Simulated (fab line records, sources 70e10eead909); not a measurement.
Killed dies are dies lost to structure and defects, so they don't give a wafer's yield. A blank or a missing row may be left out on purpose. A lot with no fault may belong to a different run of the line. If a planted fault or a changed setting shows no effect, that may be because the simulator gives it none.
Which tool was responsible? | flow nandHarc | 72 wafers from 24 lots sampled at 2 of the route's 1302 steps

== WHAT THE GAUGES READ, wafer by wafer ==
NHARC_A_BLC_CD_MEAS_10: the cd target is 100 nm.
lot  | measured     | on       | cdNm (nm)
L074 | day 22 18:13 | cdSem-03 | 99.7 99.7 100.2
L075 | day 22 20:05 | cdSem-03 | 100.0 99.9 100.4
L076 | day 23 00:21 | cdSem-01 | 100.2 100.0 100.2
L077 | day 23 13:33 | cdSem-02 | 100.3 101.0 101.6
L078 | day 24 01:13 | cdSem-02 | 99.7 100.3 100.1
L080 | day 25 00:51 | cdSem-02 | 100.2 99.7 99.9
L079 | day 25 02:41 | cdSem-03 | 99.5 100.2 100.8
L081 | day 25 11:36 | cdSem-01 | 100.8 100.7 100.8
L082 | day 25 17:30 | cdSem-02 | 99.9 100.2 100.0
L084 | day 26 10:29 | cdSem-02 | 99.5 100.0 100.0
L083 | day 26 12:59 | cdSem-01 | 100.5 100.3 100.2
L085 | day 26 19:53 | cdSem-03 | 100.1 100.6 100.3
L086 | day 27 21:20 | cdSem-02 | 100.1 99.7 99.9
L087 | day 27 23:52 | cdSem-02 | 99.6 99.4 100.1
L089 | day 28 10:52 | cdSem-01 | 99.6 99.2 99.8
L090 | day 28 12:32 | cdSem-03 | 99.5 100.2 100.4
L088 | day 28 14:14 | cdSem-01 | 99.1 99.6 98.9
L091 | day 30 00:37 | cdSem-02 | 100.0 100.0 99.9
L092 | day 30 04:36 | cdSem-02 | 100.6 100.4 100.1
L093 | day 30 16:20 | cdSem-01 | 99.5 98.9 100.1
L094 | day 30 20:29 | cdSem-01 | 99.9 99.6 99.3
L095 | day 31 08:20 | cdSem-03 | 100.3 101.0 99.7
L096 | day 31 12:52 | cdSem-01 | 100.2 100.8 100.5
L097 | day 31 21:19 | cdSem-03 | 100.5 100.0 99.8

== WHICH TOOL RAN EACH LOT (tool, then ch and the chambers of the sampled wafers, then the start) ==
lot  | NHARC_A_CONTACT_ETCH_110
L074 | rieDiel-04 ch 0,1,2, day 22 15:36
L075 | rieDiel-05 ch 0,1,2, day 22 17:24
L076 | rieDiel-05 ch 0,2,3, day 22 21:43
L077 | rieDiel-01 ch 0,2,3, day 23 10:47
L078 | rieDiel-01 ch 0,1,2, day 23 22:13
L080 | rieDiel-05 ch 0,1,3, day 24 22:09
L079 | rieDiel-05 ch 0,1,3, day 24 23:58
L081 | rieDiel-01 ch 0,3, day 25 09:03
L082 | rieDiel-01 ch 1,2,3, day 25 14:58
L084 | rieDiel-04 ch 0,2,3, day 26 07:51
L083 | rieDiel-05 ch 1,2, day 26 10:15
L085 | rieDiel-05 ch 0,2,3, day 26 17:14
L086 | rieDiel-04 ch 0,2,3, day 27 18:41
L087 | rieDiel-01 ch 0,2,3, day 27 21:13
L089 | rieDiel-01 ch 1,2,3, day 28 08:11
L090 | rieDiel-01 ch 2,3, day 28 09:50
L088 | rieDiel-05 ch 0,3, day 28 11:35
L091 | rieDiel-04 ch 0,1,3, day 29 21:58
L092 | rieDiel-04 ch 0,2,3, day 30 02:05
L093 | rieDiel-05 ch 0,1, day 30 13:46
L094 | rieDiel-05 ch 1,2, day 30 17:49
L095 | rieDiel-05 ch 0,1,2, day 31 05:49
L096 | rieDiel-01 ch 2,3, day 31 10:11
L097 | rieDiel-05 ch 0,2,3, day 31 18:40
- NHARC_A_CONTACT_ETCH_110: etches the open film in CF4/O2, target depth 60 nm, overetch 6 nm, time 33 s.

== WHAT THE TOOLS THEMSELVES READ (means of the sampled wafers that have a number; where no wafer has one, the mark that the record gives instead) ==
NHARC_A_CONTACT_ETCH_110.
lot  | tool       | biasW (W) | chamberPressureMTorr (mTorr) | drypumpMotorCurrentA (A) | oesProductAu (a.u.) | rfVppV (V) | showerheadPlenumPTorr (Torr) | throttleValvePct (%)
L074 | rieDiel-04 | 100.33    | 30.004                       | 6.3                      | 0.996               | 196.8      | 1.30                         | 13.390
L075 | rieDiel-05 | 99.82     | 29.994                       | 5.6                      | 0.999               | 197.3      | 1.33                         | 13.404
L076 | rieDiel-05 | 100.09    | 30.008                       | 5.7                      | 0.989               | 197.7      | 1.34                         | 13.394
L077 | rieDiel-01 | 100.28    | 29.972                       | 5.9                      | 1.004               | 197.7      | 1.38                         | 13.395
L078 | rieDiel-01 | 100.07    | 30.010                       | 5.7                      | 1.003               | 196.9      | 1.33                         | 13.394
L080 | rieDiel-05 | 100.05    | 30.005                       | 5.4                      | 0.996               | 198.1      | 1.39                         | 13.397
L079 | rieDiel-05 | 100.18    | 30.010                       | 5.4                      | 0.997               | 199.0      | 1.39                         | 13.399
L081 | rieDiel-01 | 100.27    | 29.986                       | 5.7                      | 0.994               | 197.3      | 1.32                         | 13.401
L082 | rieDiel-01 | 100.04    | 30.011                       | 5.8                      | 1.005               | 198.1      | 1.38                         | 13.397
L084 | rieDiel-04 | 100.12    | 30.006                       | 6.0                      | 1.002               | 197.3      | 1.35                         | 13.402
L083 | rieDiel-05 | 99.90     | 30.014                       | 5.6                      | 1.002               | 197.2      | 1.31                         | 13.396
L085 | rieDiel-05 | 100.27    | 29.984                       | 5.7                      | 0.998               | 198.1      | 1.34                         | 13.394
L086 | rieDiel-04 | 100.43    | 29.989                       | 6.0                      | 1.004               | 198.1      | 1.35                         | 13.392
L087 | rieDiel-01 | 100.08    | 30.000                       | 5.9                      | 1.006               | 198.6      | 1.37                         | 13.396
L089 | rieDiel-01 | 99.94     | 29.999                       | 5.8                      | 1.000               | 198.3      | 1.37                         | 13.407
L090 | rieDiel-01 | 100.09    | 30.013                       | 6.0                      | 1.012               | 199.8      | 1.42                         | 13.395
L088 | rieDiel-05 | 99.85     | 30.005                       | 5.8                      | 1.007               | 197.7      | 1.36                         | 13.398
L091 | rieDiel-04 | 100.04    | 30.016                       | 6.0                      | 1.004               | 197.7      | 1.31                         | 13.402
L092 | rieDiel-04 | 99.86     | 29.988                       | 5.9                      | 0.995               | 197.4      | 1.34                         | 13.388
L093 | rieDiel-05 | 99.74     | 30.012                       | 5.7                      | 1.004               | 198.2      | 1.35                         | 13.400
L094 | rieDiel-05 | 100.18    | 30.008                       | 5.6                      | 1.000               | 197.6      | 1.31                         | 13.404
L095 | rieDiel-05 | 100.16    | 29.990                       | 5.6                      | 0.995               | 197.2      | 1.33                         | 13.400
L096 | rieDiel-01 | 99.87     | 30.001                       | 6.0                      | 1.005               | 199.3      | 1.41                         | 13.389
L097 | rieDiel-05 | 100.01    | 29.979                       | 5.7                      | 0.996               | 196.9      | 1.34                         | 13.387

== THE ANSWER, worked out from the rows above alone ==
Rule: what is usual is taken from the lots themselves. The widest of any qualifying gaps counts: lots, ordered by their means at a reading, are off when they make up no more than a third of the lots, leave a main group of 4 or more, and stand apart from it by 3 or more times the standard deviation of that group's means. Not used: any main group whose means are identical at the precision the tables above print for the reading. Also off: a lot with no number at a reading for which 4 or more lots have one. Where the step has rows for the other lots, those lots are counted as sound. After the gauges, taken in route order, come the tools' own readings; for these a lot's mean is taken, as printed above. At the first step where some lot is off, the reading lying furthest off is the one used; lots without a number count as furthest.
Across all readings shown, no lot is off: no conclusion can be drawn from this.

== WHAT THE SIMULATOR HAD PUT IN ==
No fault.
